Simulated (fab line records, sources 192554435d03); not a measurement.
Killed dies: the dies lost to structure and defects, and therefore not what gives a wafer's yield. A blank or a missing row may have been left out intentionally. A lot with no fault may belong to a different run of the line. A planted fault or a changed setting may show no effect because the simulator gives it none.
Which of the tools did it? -- flow n5Finfet -- 36 wafers from 12 lots sampled at 4 of the route's 1938 steps

WHAT EACH GAUGE READ, for each wafer
N5_BEOL_M7_CD_MEAS_28: target cd 40 nm. Usual: cdNm 40.05 nm, standard deviation 0.21.
lot,measured,on,cdNm (nm),flag
L200,day 8 15:08,cdSem-02,40.19 40.57 39.90,
L201,day 9 11:29,cdSem-03,40.18 40.35 39.92,
L204,day 9 18:07,cdSem-01,40.01 40.25 40.04,
L206,day 10 12:08,cdSem-02,39.78 39.72 39.75,
L208,day 10 12:18,cdSem-02,40.23 39.83 40.22,
L210,day 11 11:49,cdSem-03,40.16 40.29 40.06,
L211,day 11 10:58,cdSem-01,39.84 39.97 39.68,
L213,day 12 06:25,cdSem-02,39.92 40.14 40.05,
L215,day 12 09:56,cdSem-01,40.29 40.08 40.41,
L219,day 13 17:59,cdSem-01,40.11 33.30 40.54,OFF
L221,day 13 23:26,cdSem-01,26.38 40.67 32.16,OFF
L222,day 14 04:43,cdSem-02,38.97 25.66 40.23,OFF

N5_BEOL_M7_OVL_MEAS_29. Usual: for V6_OVL the level is 0.0 nm and the standard deviation is 0.65.
lot,measured,on,V6_OVL (nm),flag
L200,day 8 15:10,overlay-02,-0.9 0.2 0.1,
L201,day 9 11:31,overlay-02,-0.2 -0.7 -0.7,
L204,day 9 18:09,overlay-01,0.0 -0.1 0.2,
L206,day 10 12:10,overlay-02,1.2 -0.3 -0.1,
L208,day 10 12:20,overlay-01,-1.5 -0.3 -0.6,
L210,day 11 11:52,overlay-01,0.8 0.9 -0.7,
L211,day 11 10:59,overlay-02,0.3 -0.5 0.9,
L213,day 12 06:27,overlay-01,0.0 0.4 -0.5,
L215,day 12 09:58,overlay-02,0.0 -0.5 -0.1,
L219,day 13 18:01,overlay-02,0.7 0.5 -0.1,
L221,day 13 23:28,overlay-02,0.8 -0.1 -0.5,
L222,day 14 04:45,overlay-01,-0.6 0.8 0.3,

WHICH TOOL RAN EACH LOT (tool, then ch and the chambers of the sampled wafers, then the start)
lot,N5_BEOL_M6_DEP_56,N5_BEOL_M7_EXPOSE_25
L200,"pecvd-02 ch 1,2, day 8 10:52","euvScanner-02 ch 0, day 8 15:01"
L201,"pecvd-02 ch 0,2, day 9 06:16","euvScanner-02 ch 0, day 9 11:21"
L204,"pecvd-02 ch 0,1,2, day 9 14:45","euvScanner-01 ch 0, day 9 17:59"
L206,"pecvd-04 ch 0,1, day 10 08:09","euvScanner-01 ch 0, day 10 12:00"
L208,"pecvd-02 ch 0,1, day 10 08:26","euvScanner-02 ch 0, day 10 12:10"
L210,"pecvd-04 ch 0,1,2, day 11 06:21","euvScanner-01 ch 0, day 11 11:38"
L211,"pecvd-04 ch 1,2, day 11 07:56","euvScanner-01 ch 0, day 11 10:46"
L213,"pecvd-02 ch 0,1,2, day 12 01:00","euvScanner-01 ch 0, day 12 06:17"
L215,"pecvd-02 ch 0,1, day 12 05:29","euvScanner-02 ch 0, day 12 09:49"
L219,"pecvd-02 ch 0,1,2, day 13 13:06","euvScanner-02 ch 0, day 13 17:52"
L221,"pecvd-01 ch 0,1, day 13 19:11","euvScanner-02 ch 0, day 13 23:19"
L222,"pecvd-04 ch 0,1,2, day 14 02:19","euvScanner-02 ch 0, day 14 04:35"
- N5_BEOL_M6_DEP_56: deposits SiCN from 3MS/NH3, target thk 10 nm, time 17.5 s.
- N5_BEOL_M7_EXPOSE_25: exposes mask V6, target cd 40 nm.

AS READ BY THE TOOLS THEMSELVES (means over the sampled wafers that have a number; for cases with no such wafer, the mark the record gives instead)
N5_BEOL_M6_DEP_56. Usual: chamberPressureTorr 3.000 Torr, standard deviation 0.0069; showerheadPlenumPTorr 3.670 Torr, standard deviation 0.013; throttleValvePct 9.2 %, standard deviation 0.55.
lot,tool,chamberPressureTorr (Torr),showerheadPlenumPTorr (Torr),throttleValvePct (%),flag
L200,pecvd-02,3.000,3.669,8.9,
L201,pecvd-02,2.997,3.671,9.6,
L204,pecvd-02,3.004,3.670,9.4,
L206,pecvd-04,2.995,3.681,9.3,
L208,pecvd-02,3.005,3.676,9.8,
L210,pecvd-04,2.995,3.671,9.2,
L211,pecvd-04,3.000,3.667,9.0,
L213,pecvd-02,3.005,3.673,9.4,
L215,pecvd-02,3.003,3.666,9.8,
L219,pecvd-02,3.006,3.674,9.4,
L221,pecvd-01,2.997,3.669,9.0,
L222,pecvd-04,3.004,3.675,9.0,

N5_BEOL_M7_EXPOSE_25. Usual: exposureDoseMJCm2 42.45, standard deviation 0.067.
lot,tool,exposureDoseMJCm2,flag
L200,euvScanner-02,42.45,
L201,euvScanner-02,42.48,
L204,euvScanner-01,42.36,
L206,euvScanner-01,42.42,
L208,euvScanner-02,42.50,
L210,euvScanner-01,42.36,
L211,euvScanner-01,42.34,
L213,euvScanner-01,42.38,
L215,euvScanner-02,42.52,
L219,euvScanner-02,46.79,OFF
L221,euvScanner-02,46.77,OFF
L222,euvScanner-02,46.75,OFF

THE ANSWER, worked out from the rows above alone
Rule: lot off if the mean of its wafers having a number is beyond 3 standard deviations from the usual mean. Also off: a lot with no number at a reading for which 4 or more lots have one. Where the step has rows for the other lots, those lots are counted as sound. Order of review: gauges by route order, followed by the tools' own readings, for which a lot's mean as printed above is used. At the first step where some lot is off, the reading lying furthest off is the one used; lots without a number count as furthest.
Off: L219, L221, L222 (N5_BEOL_M7_CD_MEAS_28, cdNm).
If a tool, at a process step before that reading, ran all the lots that are off and no sound lot after the first of them, it fits. The gauges at N5_BEOL_M7_CD_MEAS_28 aren't tried: what is off there is off at N5_BEOL_M7_EXPOSE_25 too, on other tools, and a gauge's error can't cause that. One candidate fits, namely euvScanner-02 at N5_BEOL_M7_EXPOSE_25. A fault onset in the window from L215 (day 12 09:49, its last sound lot) to L219 (day 13 17:52, its first lot off) fits.
On the lots that are off, the tool's own readings at N5_BEOL_M7_EXPOSE_25 differ by more than 5 times the standard deviation of the sound lots' means, which bears it out; exposureDoseMJCm2 reads 46.77 there versus 42.42 on the sound lots.

WHAT THE SIMULATOR HAD INSERTED
Process parameter drift: euvScanner-02, from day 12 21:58 on, at N5_BEOL_M7_EXPOSE_25. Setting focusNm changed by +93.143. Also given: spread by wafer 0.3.
Struck lots among those shown: L219, L221, L222. Same finding as the rule above.
